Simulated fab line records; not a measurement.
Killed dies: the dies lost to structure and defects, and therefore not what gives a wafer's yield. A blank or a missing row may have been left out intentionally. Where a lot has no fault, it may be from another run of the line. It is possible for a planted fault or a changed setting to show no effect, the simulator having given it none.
Chamber matching || flow nandHarc || NHARC_A_BLC_ETCH_16 on rieDiel-12 has 4 sister chambers
The step etches the open film in CF4, target depth 39 nm, time 65 s. 8 wafers are shown with their chamber, then 12 later ones without.

## WAFERS, EACH WITH ITS CHAMBER
{"wafer": "L080.6", "chamber": 2, "showerheadPlenumPTorr (Torr)": 1.86, "drypumpMotorCurrentA (A)": 5.0}
{"wafer": "L085.1", "chamber": 0, "showerheadPlenumPTorr (Torr)": 1.87, "drypumpMotorCurrentA (A)": 6.8}
{"wafer": "L087.5", "chamber": 0, "showerheadPlenumPTorr (Torr)": 1.86, "drypumpMotorCurrentA (A)": 6.7}
{"wafer": "L086.2", "chamber": 1, "showerheadPlenumPTorr (Torr)": 1.89, "drypumpMotorCurrentA (A)": 6.6}
{"wafer": "L086.6", "chamber": 2, "showerheadPlenumPTorr (Torr)": 1.86, "drypumpMotorCurrentA (A)": 4.9}
{"wafer": "L091.3", "chamber": 3, "showerheadPlenumPTorr (Torr)": 1.70, "drypumpMotorCurrentA (A)": 5.3}
{"wafer": "L091.4", "chamber": 1, "showerheadPlenumPTorr (Torr)": 1.89, "drypumpMotorCurrentA (A)": 6.6}
{"wafer": "L091.6", "chamber": 3, "showerheadPlenumPTorr (Torr)": 1.70, "drypumpMotorCurrentA (A)": 5.3}

## WAFERS WITHOUT THEIR CHAMBER
{"wafer": "L089.1", "showerheadPlenumPTorr (Torr)": 1.70, "drypumpMotorCurrentA (A)": 5.3}
{"wafer": "L089.2", "showerheadPlenumPTorr (Torr)": 1.86, "drypumpMotorCurrentA (A)": 5.0}
{"wafer": "L089.4", "showerheadPlenumPTorr (Torr)": 1.89, "drypumpMotorCurrentA (A)": 6.6}
{"wafer": "L093.1", "showerheadPlenumPTorr (Torr)": 1.89, "drypumpMotorCurrentA (A)": 6.6}
{"wafer": "L093.3", "showerheadPlenumPTorr (Torr)": 1.85, "drypumpMotorCurrentA (A)": 4.9}
{"wafer": "L093.6", "showerheadPlenumPTorr (Torr)": 1.70, "drypumpMotorCurrentA (A)": 5.3}
{"wafer": "L094.1", "showerheadPlenumPTorr (Torr)": 1.70, "drypumpMotorCurrentA (A)": 5.3}
{"wafer": "L094.3", "showerheadPlenumPTorr (Torr)": 1.88, "drypumpMotorCurrentA (A)": 6.6}
{"wafer": "L094.4", "showerheadPlenumPTorr (Torr)": 1.86, "drypumpMotorCurrentA (A)": 6.7}
{"wafer": "L096.2", "showerheadPlenumPTorr (Torr)": 1.86, "drypumpMotorCurrentA (A)": 6.7}
{"wafer": "L096.4", "showerheadPlenumPTorr (Torr)": 1.85, "drypumpMotorCurrentA (A)": 4.9}
{"wafer": "L096.6", "showerheadPlenumPTorr (Torr)": 1.70, "drypumpMotorCurrentA (A)": 5.3}

## WHICH CHAMBER EACH WENT THROUGH
{"wafer": "L089.1", "from the rows above": 3, "in truth": 3}
{"wafer": "L089.2", "from the rows above": 2, "in truth": 2}
{"wafer": "L089.4", "from the rows above": 1, "in truth": 1}
{"wafer": "L093.1", "from the rows above": 1, "in truth": 1}
{"wafer": "L093.3", "from the rows above": 2, "in truth": 2}
{"wafer": "L093.6", "from the rows above": 3, "in truth": 3}
{"wafer": "L094.1", "from the rows above": 3, "in truth": 3}
{"wafer": "L094.3", "from the rows above": 1, "in truth": 1}
{"wafer": "L094.4", "from the rows above": 0, "in truth": 0}
{"wafer": "L096.2", "from the rows above": 0, "in truth": 0}
{"wafer": "L096.4", "from the rows above": 2, "in truth": 2}
{"wafer": "L096.6", "from the rows above": 3, "in truth": 3}
Correct placement for 12 of the 12. From these rows, 0 cannot be placed. 0 placed wrongly.
How it was worked out, from the rows above alone: a wafer's distance from a chamber is the root of the sum, over the readings, of the square of ((its reading less the chamber's mean) divided by the reading's scatter). The wafer belongs to the nearest chamber; if the next one is less than 2 further off, it can't be placed. For every chamber, the mean is computed from those of its wafers that are shown. The scatter is the square root of a quotient: the sum, over the shown wafers, of each reading's squared deviation from its chamber's mean, divided by wafers minus chambers.
